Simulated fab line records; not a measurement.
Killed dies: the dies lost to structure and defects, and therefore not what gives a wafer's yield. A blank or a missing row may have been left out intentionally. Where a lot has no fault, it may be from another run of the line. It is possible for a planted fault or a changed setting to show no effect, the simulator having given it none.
A sampling plan put to the test || flow nand_harc || each of the 20 faults these records tell of, on one fab line, judged from the records of the lots it struck
Plan = the line's own looks (route steps where a gauge or an inspection reads the wafer without altering it). Where struck wafers have a number at a look and the file lists that look's usual mean and standard deviation on fault-free wafers, the look can be judged. Caught: 4 or more of those standard deviations (sigma) separate the usual mean from the mean of the struck wafers at a look after the fault's first step. On the tool: here the same test is run on the tool's own readings at the fault's steps. It also counts as caught if the struck wafers ran another recipe or if their record alone is blank.

## THE FAULTS, as the simulator had put them in
1. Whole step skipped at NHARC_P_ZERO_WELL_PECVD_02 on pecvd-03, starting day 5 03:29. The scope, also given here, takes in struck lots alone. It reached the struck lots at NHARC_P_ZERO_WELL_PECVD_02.
2. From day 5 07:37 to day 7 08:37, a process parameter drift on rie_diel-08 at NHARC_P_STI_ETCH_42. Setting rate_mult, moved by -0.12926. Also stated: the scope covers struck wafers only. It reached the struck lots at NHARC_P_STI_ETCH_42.
3. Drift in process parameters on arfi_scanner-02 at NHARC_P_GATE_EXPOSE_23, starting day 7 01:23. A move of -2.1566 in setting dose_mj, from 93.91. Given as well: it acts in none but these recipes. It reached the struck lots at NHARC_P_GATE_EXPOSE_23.
4. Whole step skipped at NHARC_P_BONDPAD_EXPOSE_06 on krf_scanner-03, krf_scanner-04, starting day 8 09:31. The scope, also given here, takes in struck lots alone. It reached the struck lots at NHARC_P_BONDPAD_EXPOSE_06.
5. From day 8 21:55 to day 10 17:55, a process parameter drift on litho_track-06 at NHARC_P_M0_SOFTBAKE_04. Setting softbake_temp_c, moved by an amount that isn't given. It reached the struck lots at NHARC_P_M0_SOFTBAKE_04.
6. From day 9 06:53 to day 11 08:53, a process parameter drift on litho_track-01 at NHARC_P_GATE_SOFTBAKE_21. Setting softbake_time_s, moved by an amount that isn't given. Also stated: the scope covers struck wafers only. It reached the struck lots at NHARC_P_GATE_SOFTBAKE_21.
7. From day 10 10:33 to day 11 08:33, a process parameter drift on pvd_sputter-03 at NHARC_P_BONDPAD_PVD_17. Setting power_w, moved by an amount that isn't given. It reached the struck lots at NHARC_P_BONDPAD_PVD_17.
8. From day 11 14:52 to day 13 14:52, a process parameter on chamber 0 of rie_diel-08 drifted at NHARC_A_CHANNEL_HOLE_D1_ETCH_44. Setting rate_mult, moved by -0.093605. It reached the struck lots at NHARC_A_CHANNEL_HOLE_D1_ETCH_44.
9. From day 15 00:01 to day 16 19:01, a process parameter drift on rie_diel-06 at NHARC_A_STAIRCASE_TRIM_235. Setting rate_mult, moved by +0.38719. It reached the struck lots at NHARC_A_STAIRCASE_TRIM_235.
10. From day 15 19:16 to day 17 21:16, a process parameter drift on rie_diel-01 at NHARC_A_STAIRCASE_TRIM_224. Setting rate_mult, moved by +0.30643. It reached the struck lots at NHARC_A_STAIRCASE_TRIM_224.
11. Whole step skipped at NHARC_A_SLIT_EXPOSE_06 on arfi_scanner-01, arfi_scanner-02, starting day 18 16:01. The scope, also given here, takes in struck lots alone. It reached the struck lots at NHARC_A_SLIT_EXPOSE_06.
12. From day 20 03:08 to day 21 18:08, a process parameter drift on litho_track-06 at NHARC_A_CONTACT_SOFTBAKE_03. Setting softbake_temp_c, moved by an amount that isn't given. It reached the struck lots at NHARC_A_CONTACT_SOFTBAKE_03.
13. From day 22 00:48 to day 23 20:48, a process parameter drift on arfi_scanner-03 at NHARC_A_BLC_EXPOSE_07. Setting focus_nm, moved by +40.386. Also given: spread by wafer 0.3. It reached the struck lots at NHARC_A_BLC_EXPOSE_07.
14. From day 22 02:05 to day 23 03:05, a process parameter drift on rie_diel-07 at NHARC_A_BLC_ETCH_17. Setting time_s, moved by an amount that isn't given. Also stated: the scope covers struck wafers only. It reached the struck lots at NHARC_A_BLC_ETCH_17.
15. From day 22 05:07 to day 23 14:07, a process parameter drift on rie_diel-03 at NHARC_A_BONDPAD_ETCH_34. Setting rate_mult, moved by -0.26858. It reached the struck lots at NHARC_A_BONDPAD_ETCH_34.
16. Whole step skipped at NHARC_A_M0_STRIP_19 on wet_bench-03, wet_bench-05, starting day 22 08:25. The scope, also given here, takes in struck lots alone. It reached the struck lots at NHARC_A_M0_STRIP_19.
17. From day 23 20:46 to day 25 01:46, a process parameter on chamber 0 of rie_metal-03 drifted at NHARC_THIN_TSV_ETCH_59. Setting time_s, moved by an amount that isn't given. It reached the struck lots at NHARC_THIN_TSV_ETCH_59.
18. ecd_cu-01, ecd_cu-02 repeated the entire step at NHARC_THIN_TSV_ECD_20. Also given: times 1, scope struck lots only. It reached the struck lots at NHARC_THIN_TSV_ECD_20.
19. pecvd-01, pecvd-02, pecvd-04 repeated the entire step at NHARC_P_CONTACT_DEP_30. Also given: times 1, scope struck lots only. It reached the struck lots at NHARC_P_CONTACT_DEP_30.
20. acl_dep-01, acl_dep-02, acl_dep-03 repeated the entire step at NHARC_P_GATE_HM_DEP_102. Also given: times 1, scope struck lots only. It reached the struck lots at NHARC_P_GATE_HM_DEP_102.

## WHAT THE PLAN SAW
{"fault": 1, "on the tool itself": "the tool's record is blank for the struck wafers", "first look that catches it": "not the one look that can be judged after it", "reading, sigma": "-", "median hours from its first step to that look": "-", "hours from the fault's start to the first struck lot there": "-", "judged looks passed uncaught": 1}
{"fault": 2, "on the tool itself": "oes_product_au -6.6 sigma", "first look that catches it": "not the one look that can be judged after it", "reading, sigma": "-", "median hours from its first step to that look": "-", "hours from the fault's start to the first struck lot there": "-", "judged looks passed uncaught": 1}
{"fault": 3, "on the tool itself": "exposure_dose_mJ_cm2 -23 sigma", "first look that catches it": "not the one look that can be judged after it", "reading, sigma": "-", "median hours from its first step to that look": "-", "hours from the fault's start to the first struck lot there": "-", "judged looks passed uncaught": 1}
{"fault": 4, "on the tool itself": "no reading that can be judged", "first look that catches it": "no look after it can be judged", "reading, sigma": "-", "median hours from its first step to that look": "-", "hours from the fault's start to the first struck lot there": "-", "judged looks passed uncaught": 0}
{"fault": 5, "on the tool itself": "heater_power_total_W -82 sigma", "first look that catches it": "none of the 3 looks that can be judged after it", "reading, sigma": "-", "median hours from its first step to that look": "-", "hours from the fault's start to the first struck lot there": "-", "judged looks passed uncaught": 3}
{"fault": 6, "on the tool itself": "heater_power_total_W +99 or beyond sigma", "first look that catches it": "no look after it can be judged", "reading, sigma": "-", "median hours from its first step to that look": "-", "hours from the fault's start to the first struck lot there": "-", "judged looks passed uncaught": 0}
{"fault": 7, "on the tool itself": "cathode_dc_power_W +99 or beyond sigma", "first look that catches it": "no look after it can be judged", "reading, sigma": "-", "median hours from its first step to that look": "-", "hours from the fault's start to the first struck lot there": "-", "judged looks passed uncaught": 0}
{"fault": 8, "on the tool itself": "oes_product_au -4.7 sigma", "first look that catches it": "NHARC_END_SORT_01", "reading, sigma": "killed_at_array +37", "median hours from its first step to that look": 265.0, "hours from the fault's start to the first struck lot there": 287, "judged looks passed uncaught": 0}
{"fault": 9, "on the tool itself": "oes_product_au +20 sigma", "first look that catches it": "NHARC_END_SORT_01", "reading, sigma": "killed_at_array +62", "median hours from its first step to that look": 212.2, "hours from the fault's start to the first struck lot there": 214, "judged looks passed uncaught": 0}
{"fault": 10, "on the tool itself": "oes_product_au +16 sigma", "first look that catches it": "not the one look that can be judged after it", "reading, sigma": "-", "median hours from its first step to that look": "-", "hours from the fault's start to the first struck lot there": "-", "judged looks passed uncaught": 1}
{"fault": 11, "on the tool itself": "no reading that can be judged", "first look that catches it": "no look after it can be judged", "reading, sigma": "-", "median hours from its first step to that look": "-", "hours from the fault's start to the first struck lot there": "-", "judged looks passed uncaught": 0}
{"fault": 12, "on the tool itself": "heater_power_total_W -22 sigma", "first look that catches it": "not the one look that can be judged after it", "reading, sigma": "-", "median hours from its first step to that look": "-", "hours from the fault's start to the first struck lot there": "-", "judged looks passed uncaught": 1}
{"fault": 13, "on the tool itself": "exposure_dose_mJ_cm2 +5.2 sigma", "first look that catches it": "not the one look that can be judged after it", "reading, sigma": "-", "median hours from its first step to that look": "-", "hours from the fault's start to the first struck lot there": "-", "judged looks passed uncaught": 1}
{"fault": 14, "on the tool itself": "run_length_s -99 or beyond sigma", "first look that catches it": "no look after it can be judged", "reading, sigma": "-", "median hours from its first step to that look": "-", "hours from the fault's start to the first struck lot there": "-", "judged looks passed uncaught": 0}
{"fault": 15, "on the tool itself": "oes_product_au -13 sigma", "first look that catches it": "not the one look that can be judged after it", "reading, sigma": "-", "median hours from its first step to that look": "-", "hours from the fault's start to the first struck lot there": "-", "judged looks passed uncaught": 1}
{"fault": 16, "on the tool itself": "the tool's record is blank for the struck wafers", "first look that catches it": "not the one look that can be judged after it", "reading, sigma": "-", "median hours from its first step to that look": "-", "hours from the fault's start to the first struck lot there": "-", "judged looks passed uncaught": 1}
{"fault": 17, "on the tool itself": "run_length_s -41 sigma", "first look that catches it": "no look after it can be judged", "reading, sigma": "-", "median hours from its first step to that look": "-", "hours from the fault's start to the first struck lot there": "-", "judged looks passed uncaught": 0}
{"fault": 18, "on the tool itself": "no reading that can be judged", "first look that catches it": "not the one look that can be judged after it", "reading, sigma": "-", "median hours from its first step to that look": "-", "hours from the fault's start to the first struck lot there": "-", "judged looks passed uncaught": 1}
{"fault": 19, "on the tool itself": "under 2 sigma", "first look that catches it": "no look after it can be judged", "reading, sigma": "-", "median hours from its first step to that look": "-", "hours from the fault's start to the first struck lot there": "-", "judged looks passed uncaught": 0}
{"fault": 20, "on the tool itself": "under 2 sigma", "first look that catches it": "not the one look that can be judged after it", "reading, sigma": "-", "median hours from its first step to that look": "-", "hours from the fault's start to the first struck lot there": "-", "judged looks passed uncaught": 1}
A dash: this means the fault isn't caught or the number doesn't appear in these records.

Caught at a look: 2 of 20. Caught on the tool: 15 of 20. By one or the other: 15 of 20.
Faults caught by the tool alone: 1, 2, 3, 5, 6, 7, 10, 12, 13, 14, 15, 16, 17.
Caught by neither: faults 4, 11, 18, 19, 20.

## THINNER SAMPLING
If the look that catches a fault measured only every second or every third lot, by lot number, the first struck lot would be measured this late in the worst case:
{"fault": 8, "struck lots at that look, in order of time": "L465", "every lot": "287 h", "every second lot": "may miss it", "every third lot": "may miss it"}
{"fault": 9, "struck lots at that look, in order of time": "L245, L255", "every lot": "214 h", "every second lot": "may miss all 2", "every third lot": "may miss all 2"}
The hour figures run from when the fault began to the first measured lot among those it struck. Since the struck wafers were tested as one group against 4 sigma, a single lot by itself may lie under the limit. Other struck lots may not be in these records.

## THE LONGEST TIMED WAY FROM STEP TO LOOK
For fault 8, NHARC_A_CHANNEL_HOLE_D1_ETCH_44 and NHARC_END_SORT_01 are separated by a median of 265.0 hours. No look between them can be judged.
